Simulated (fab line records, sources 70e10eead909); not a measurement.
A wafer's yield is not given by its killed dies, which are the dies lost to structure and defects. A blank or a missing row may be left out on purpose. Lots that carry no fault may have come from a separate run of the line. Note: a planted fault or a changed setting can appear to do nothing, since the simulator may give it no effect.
Matching of chambers + flow nand_harc + 4 sister chambers for NHARC_P_CONTACT_STRIP_28 on rie_diel-11
The step strips in O2. 8 wafers are shown with their chamber, then 10 later ones without.

== WAFERS WITH THEIR CHAMBER ==
| wafer  | chamber | drypump_motor_current_A (A) | throttle_valve_pct (%) |
|--------|---------|-----------------------------|------------------------|
| L078.5 | 1       | 6.4                         | 17.043                 |
| L080.2 | 1       | 6.4                         | 17.050                 |
| L087.4 | 2       | 5.1                         | 17.050                 |
| L089.3 | 0       | 5.4                         | 17.036                 |
| L089.4 | 2       | 5.1                         | 17.032                 |
| L089.6 | 3       | 6.0                         | 17.035                 |
| L090.4 | 3       | 6.0                         | 17.048                 |
| L090.5 | 0       | 5.5                         | 17.043                 |

== WAFERS WITHOUT THEIR CHAMBER ==
| wafer  | drypump_motor_current_A (A) | throttle_valve_pct (%) |
|--------|-----------------------------|------------------------|
| L090.6 | 6.0                         | 17.029                 |
| L094.2 | 6.0                         | 17.032                 |
| L094.4 | 5.1                         | 17.024                 |
| L094.5 | 6.4                         | 17.042                 |
| L095.4 | 5.0                         | 17.051                 |
| L095.5 | 6.0                         | 17.040                 |
| L095.6 | 5.4                         | 17.050                 |
| L097.1 | 5.5                         | 17.034                 |
| L097.2 | 6.4                         | 17.043                 |
| L097.5 | 6.0                         | 17.041                 |

== WHICH CHAMBER EACH WENT THROUGH ==
| wafer  | from the rows above | in truth |
|--------|---------------------|----------|
| L090.6 | 3                   | 3        |
| L094.2 | 3                   | 3        |
| L094.4 | 2                   | 2        |
| L094.5 | 1                   | 1        |
| L095.4 | 2                   | 2        |
| L095.5 | 3                   | 3        |
| L095.6 | 0                   | 0        |
| L097.1 | 0                   | 0        |
| L097.2 | 1                   | 1        |
| L097.5 | 3                   | 3        |
Correct placement for 10 of the 10. Left unplaced by these rows: 0. Placed wrongly: 0.
How it was worked out, from the rows above alone: a wafer's distance from a chamber is the root of the sum, over the readings, of the square of ((its reading less the chamber's mean) divided by the reading's scatter). The wafer belongs to the nearest chamber; if the next one is less than 2 further off, it can't be placed. For every chamber, the mean is computed from those of its wafers that are shown. The scatter: the root of (the sum of the squares of (reading less its chamber's mean) over the shown wafers, divided by (wafers less chambers)).
